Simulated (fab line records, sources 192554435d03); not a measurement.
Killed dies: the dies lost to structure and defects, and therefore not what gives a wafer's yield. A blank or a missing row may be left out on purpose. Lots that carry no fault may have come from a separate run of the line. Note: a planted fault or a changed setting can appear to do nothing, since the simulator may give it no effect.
A lot that was struck, set against a sound lot	flow n5_finfet	16 steps out of a route of 1938
Sound: the wafers L858.3, L858.5, L858.6. Struck: wafer L853.1. (L853.6 of the same lot was not struck and is left out.) The cause comes at the end.
Per side, at each step with rows, come the tool, then ch with its chambers, and then its first start. Under that, the readings that differ: sound wafers	struck wafers	difference of the means	sigmas: that difference in standard deviations of wafers without a fault.
alike: same words and numbers on both sides, and readings whose means sit less than 2 such deviations apart. not compared: any withheld reading, any reading some wafer has no value for, any bound like >300 that may hide the same value, and any number with overlapping values for which the record gives no deviation.
Wherever a step has rows on one side only, a row that says differs or no value, or a row with sigmas, the two part there. When numbers do not overlap yet have no deviation, they are printed without sigmas and do not part them. A reading that every wafer of one side lacks parts them only if that side has two wafers or more.

N5_BEOL_M0_SAQP_STRIP_75: strips in CF4.
  sound on rie_diel-02 ch 0,2,3, day 9 19:37; struck on rie_diel-06 ch 3, day 8 16:56
reading	sound	struck	difference	sigmas
oes_product_au (a.u.)	0.174 0.178 0.154	0.214	+0.045	+2
  alike: drypump_motor_current_A, rf_vpp_V, showerhead_plenum_p_Torr, throttle_valve_pct
  not compared: rf_hours_counter_h
then, 7 steps without rows for these wafers: N5_BEOL_M0_CUTY_COAT_50 (time 60 s, resist thk 15 nm); N5_BEOL_M0_CUTY_COAT_51 (resist thk 150 nm); N5_BEOL_M0_CUTY_EBR_52; N5_BEOL_M0_CUTY_SOFTBAKE_53 (time 60 s); N5_BEOL_M0_CUTY_EXPOSE_54 (exposes mask M0 ABLK); N5_BEOL_M0_CUTY_PEB_55 (peb time 60 s); N5_BEOL_M0_CUTY_DEVELOP_56 (develop time 30 s).
N5_BEOL_M0_CUTY_CD_MEAS_57 targets a cd of 200 nm.
  sound on cd_sem-02 ch 0, day 9 19:53; struck on cd_sem-01 ch 0, day 8 17:20
  alike: cd_nm
N5_BEOL_M0_CUTY_OVL_MEAS_58:
  sound on overlay-01 ch 0, day 9 19:55; struck on overlay-01 ch 0, day 8 17:22
  alike: M0_ABLK_OVL
N5_BEOL_M0_CUTY_INSPECT_59: inspects for defects (macro).
  struck on defect_inspect-02, day 8 17:23; sound on defect_inspect-02, day 9 19:56
  alike: raw_defect_count
N5_BEOL_M0_CUTY_DESCUM_61: chemistry O2, time 7.9 s.
  sound on rie_diel-05 ch 0,3, day 9 19:58; struck on rie_diel-01 ch 3, day 8 17:25
  alike: drypump_motor_current_A, oes_product_au, rf_vpp_V, showerhead_plenum_p_Torr, throttle_valve_pct
  not compared: rf_hours_counter_h
N5_BEOL_M0_CUTY_ETCH_62: etches SiARC in CF4, time 58.5 s.
  sound on rie_diel-05 ch 0,3, day 9 20:01; struck on rie_diel-01 ch 3, day 8 17:27
reading	sound	struck	difference	sigmas
etch_rf_on_time_s (s)	59.9 59.9 60.4	85.3	+25.2	+17
  alike: drypump_motor_current_A, oes_product_au, rf_vpp_V, showerhead_plenum_p_Torr, throttle_valve_pct
  not compared: rf_hours_counter_h
N5_BEOL_M0_CUTY_ETCH_63: etches SOC in N2/H2, target depth 82.7 nm, overetch 16.5 nm, time 124 s.
  sound on rie_diel-05 ch 0,3, day 9 20:04; struck on rie_diel-01 ch 3, day 8 17:30
  alike: drypump_motor_current_A, oes_product_au, rf_vpp_V, showerhead_plenum_p_Torr, throttle_valve_pct
  not compared: rf_hours_counter_h
-- record jumps: 5 days separate the struck wafers' starts on either side; left off in module BEOL_M0_CUTY, taken up again in module BEOL_M4, whose first shown step is the route's number 1111 --
N5_BEOL_M4_RC_MEAS_101:
  sound on prober-02 ch 0, day 14 15:12; struck on prober-02 ch 0, day 13 12:13
reading	sound	struck	difference	sigmas
IOFF_N (nA/um)	0.19 0.18 0.24	0.31	+0.11	+2
SS_N (mV/dec)	71.1 71.5 72.3	73.5	+1.9	+3
  alike: DIBL_N, DIBL_P, IOFF_P, ION_N, ION_P, SS_P, VT_N, VT_P
-- here the record skips 4 days between the struck wafers' starts before and after, leaving off in module BEOL_M4 and picking up in module PASSIVATION (first step shown: number 1936 of the route) --
N5_PASSIVATION_PROBE_49:
  only the struck wafers here have rows in the record (prober-01, day 17 21:14); the sound ones have none

== WHERE THEY PART ==
Last at N5_PASSIVATION_PROBE_49 as far as this record goes, first at N5_BEOL_M0_SAQP_STRIP_75.

WHY: the cause the simulator had injected
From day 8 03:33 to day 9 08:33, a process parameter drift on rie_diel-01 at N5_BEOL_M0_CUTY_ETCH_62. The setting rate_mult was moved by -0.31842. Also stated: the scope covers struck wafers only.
